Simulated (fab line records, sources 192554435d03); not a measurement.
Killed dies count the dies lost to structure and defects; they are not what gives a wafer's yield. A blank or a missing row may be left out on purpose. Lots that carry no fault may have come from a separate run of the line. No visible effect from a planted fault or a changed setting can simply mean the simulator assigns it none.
Split-lot study -- flow n5-finfet -- on a route of 1938 steps: 7 lots, 21 wafers read

== SPLIT DETAILS ==
At N5_MOL_CONTACT_COAG_EXPOSE_05 (exposes mask CA, defocus 0 nm), the setting dose-mj was moved away from the recipe's 38.25 on 7 of the 21 wafers read, by -6.4% to +7.1%. All remaining wafers had this setting at the recipe value.

== FROM THE SPLIT TO THE READING: what the file shows between them, 12 steps ==
- N5_MOL_CONTACT_COAG_PEB_06: peb time 60 s
- N5_MOL_CONTACT_COAG_DEVELOP_07: develop time 30 s
- N5_MOL_CONTACT_COAG_DESCUM_13: chemistry O2, time 7 s
- N5_MOL_CONTACT_COAG_ETCH_59: etches underlayer in N2/H2, target depth 13 nm, time 10.4 s
- N5_MOL_CONTACT_COAG_ETCH_105: etches SiARC in CF4, target depth 15.6 nm, time 26 s (also split here: bias-w)
- N5_MOL_CONTACT_COAG_ETCH_106: etches SOC in N2/H2, target depth 80 nm, overetch 16 nm, time 120 s
- N5_MOL_CONTACT_COAG_STRIP_107: strips in N2/H2
- N5_MOL_CONTACT_COAG_STRIP_108: strips in N2/H2
- N5_MOL_CONTACT_COAG_STRIP_109: strips in C4F6/O2
- N5_MOL_CONTACT_COAG_ETCH_15: etches SiNx in CH3F/O2, stops on Si:P, target depth 7 nm
- N5_MOL_CONTACT_COAG_ETCH_110: etches Si in CF4/O2, target depth 2.5 nm, time 8 s
- N5_MOL_CONTACT_COAG_STRIP_98: strips in N2/H2

== THE READING ==
Shown in nm: cd-nm at N5_MOL_CONTACT_COAG_CD_MEAS_99, with target cd 17.2 nm. A value of 17.18 nm with a standard deviation of 0.3 nm is what fault-free wafers of this fab line usually give.

wafer,"tool, chamber at the split",dose-mj as run,against the recipe,"cd-nm, nm",against lot-mates on the recipe
L075.1,"euv-scanner-01, 0",38.25,recipe,17.09,-
L075.3,"euv-scanner-01, 0",40.05,+4.7%,17.95,+0.75
L075.4,"euv-scanner-01, 0",38.25,recipe,17.32,-
L077.2,"euv-scanner-01, 0",38.25,recipe,17.43,-
L077.4,"euv-scanner-01, 0",37.18,-2.8%,16.55,-0.88
L077.6,"euv-scanner-01, 0",37.18,-2.8%,16.44,-0.99
L084.1,"euv-scanner-01, 0",38.25,recipe,17.31,-
L084.2,"euv-scanner-01, 0",38.25,recipe,17.34,-
L084.3,"euv-scanner-01, 0",40.74,+6.5%,18.50,+1.18
L088.2,"euv-scanner-02, 0",38.25,recipe,16.81,-
L088.3,"euv-scanner-02, 0",38.25,recipe,17.23,-
L088.6,"euv-scanner-02, 0",38.25,recipe,17.46,-
L089.1,"euv-scanner-02, 0",35.8,-6.4%,14.86,-2.00
L089.5,"euv-scanner-02, 0",35.8,-6.4%,15.18,-1.68
L089.6,"euv-scanner-02, 0",38.25,recipe,16.86,-
L091.1,"euv-scanner-02, 0",40.97,+7.1%,18.67,+1.70
L091.2,"euv-scanner-02, 0",38.25,recipe,17.05,-
L091.3,"euv-scanner-02, 0",38.25,recipe,16.89,-
L092.1,"euv-scanner-01, 0",38.25,recipe,17.21,-
L092.2,"euv-scanner-01, 0",38.25,recipe,17.45,-
L092.3,"euv-scanner-01, 0",38.25,recipe,16.94,-

FIT RESULTS
A straight line over all 21 wafers: cd-nm changes by +0.255 nm for each +1% of dose-mj; r = +0.95; the points scatter about the line by 0.28 nm.
The same after taking each lot's own level away (the mean of its wafers on the recipe; 21 wafers): +0.245 nm for each +1%; r = +0.97; scatter 0.22 nm.
According to that fit, moving dose-mj by its largest amount changes the reading by 1.7 nm.
Across the lots, their own levels run from 16.860 to 17.430 nm, a range of 1.9 times the standard deviation given above.
Consequently the slope shifts little with the lot-to-lot level, the two slopes agreeing.
Check: for one of the wafers moved furthest among these (+7.1%), held out of the fit, the line's prediction against its lot-mates is +1.63 nm. Against them it came out at +1.7 nm.

== FURTHER SPLITS ON THESE WAFERS ==
Before the reading, these wafers also passed through other splits. Each is held against what the fit with the lots' levels taken away leaves over:
other split on the same wafers,wafers away from the commonest value,r with cd-nm (lot level and that fit taken away)
N5_SD_EPI_P_ETCH_36 bias-w,7,-0.17
N5_SDB_ETCH_18 source-w,7,+0.06
N5_SDB_ALD_29 ald-cycles,9,-0.08
N5_HKMG_FIN_ETCH_35 time-s,10,-0.39
N5_GATE_CUT_DESCUM_18 time-s,4,-0.26
N5_MOL_CONTACT_COAG_ETCH_105 bias-w,6,-0.25

== THE WHOLE CHAIN: every reading that the file lists as answering this split, in the file's order ==
step,what it does,reading,change (the file's fit),r (the file's)
N5_MOL_CONTACT_COAG_ETCH_59,"etches underlayer in N2/H2, target depth 13 nm, time 10.4 s","MOL_CONTACT_COAG.cd-offset-nm (the simulator's own value, which no gauge read)",+0.197 nm for each +1% of the setting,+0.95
N5_MOL_CONTACT_COAG_ETCH_106,"etches SOC in N2/H2, target depth 80 nm, overetch 16 nm, time 120 s","MOL_CONTACT_COAG.cd-offset-nm (the simulator's own value, which no gauge read)",+0.209 nm for each +1% of the setting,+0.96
N5_MOL_CONTACT_COAG_ETCH_110,"etches Si in CF4/O2, target depth 2.5 nm, time 8 s","MOL_CONTACT_COAG.cd-offset-nm (the simulator's own value, which no gauge read)",+0.188 nm for each +1% of the setting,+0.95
N5_MOL_CONTACT_COAG_CD_MEAS_99,target cd 17.2 nm,cd-nm,+0.229 nm for each +1% of the setting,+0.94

== FILE'S OWN FIT ==
cd-nm changes by +0.229 nm for each +1% of dose-mj, r = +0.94.
